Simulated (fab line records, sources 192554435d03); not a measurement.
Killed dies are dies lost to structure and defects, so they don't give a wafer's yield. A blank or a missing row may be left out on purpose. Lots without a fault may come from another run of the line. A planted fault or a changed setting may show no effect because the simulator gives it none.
Chamber matching | flow n5_finfet | N5_FIN_CUT_CUT_ETCH_15 on rie_si-01: 4 sister chambers
The step etches Si in HBr/Cl2/O2, target depth 100 nm, bt time 10 s, time 42.4 s. 14 wafers are shown with their chamber, then 7 later ones without.

WAFERS WITH THEIR CHAMBER
wafer  | chamber | drypump_motor_current_A (A) | oes_product_au (a.u.) | O2_flow_sccm (sccm)
L079.1 | 0       | 5.0                         | 1.002                 | 11.95
L079.2 | 2       | 5.8                         | 0.993                 | 12.04
L079.4 | 3       | 5.8                         | 1.006                 | 11.96
L080.1 | 2       | 5.8                         | 0.997                 | 12.03
L080.3 | 1       | 5.6                         | 0.978                 | 11.97
L080.4 | 3       | 5.9                         | 1.002                 | 12.02
L082.2 | 0       | 5.0                         | 1.002                 | 11.97
L082.4 | 1       | 5.7                         | 0.976                 | 12.01
L082.6 | 1       | 5.6                         | 0.977                 | 11.96
L088.2 | 2       | 5.8                         | 0.998                 | 12.09
L088.3 | 1       | 5.6                         | 0.976                 | 11.94
L088.5 | 1       | 5.6                         | 0.977                 | 11.97
L089.1 | 0       | 5.0                         | 1.006                 | 12.00
L089.2 | 3       | 5.9                         | 0.992                 | 12.02

SIGNATURES (means of the wafers above)
reading                 | chamber 0 | chamber 1 | chamber 2 | chamber 3 | scatter within a chamber
drypump_motor_current_A | 5.000     | 5.620     | 5.800     | 5.867     | 0.0383
oes_product_au          | 1.00333   | 0.97680   | 0.99600   | 1.00000   | 0.00363
O2_flow_sccm            | 11.9733   | 11.9700   | 12.0533   | 12.0000   | 0.0289
Rule: a wafer's distance from a chamber is the root of the sum, over the readings, of the square of ((its reading less the chamber's mean) divided by the reading's scatter). The wafer belongs to the nearest chamber; if the next one is less than 2 further off, it can't be placed. The scatter: the root of (the sum of the squares of (reading less its chamber's mean) over the shown wafers, divided by (wafers less chambers)).

WAFERS WITHOUT THEIR CHAMBER
wafer  | drypump_motor_current_A (A) | oes_product_au (a.u.) | O2_flow_sccm (sccm)
L089.4 | 5.8                         | 1.004                 | 12.07
L092.2 | 5.0                         | 0.995                 | 11.95
L092.4 | 5.9                         | 0.999                 | 11.99
L092.6 | 5.7                         | 0.959                 | 11.95
L093.2 | 5.0                         | 1.010                 | 12.00
L093.5 | 5.6                         | 0.976                 | 11.98
L093.6 | 5.0                         | 0.996                 | 12.00

WHICH CHAMBER EACH WENT THROUGH
wafer  | from the rows above     | in truth
L089.4 | can't be placed: 2 or 3 | 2
L092.2 | 0                       | 0
L092.4 | 3                       | 3
L092.6 | 1                       | 1
L093.2 | 0                       | 0
L093.5 | 1                       | 1
L093.6 | 0                       | 0
Placed correctly: 6 of 7. Can't be placed from these rows: 1 (the true chamber is among the candidates in 1). Placed wrongly: 0.
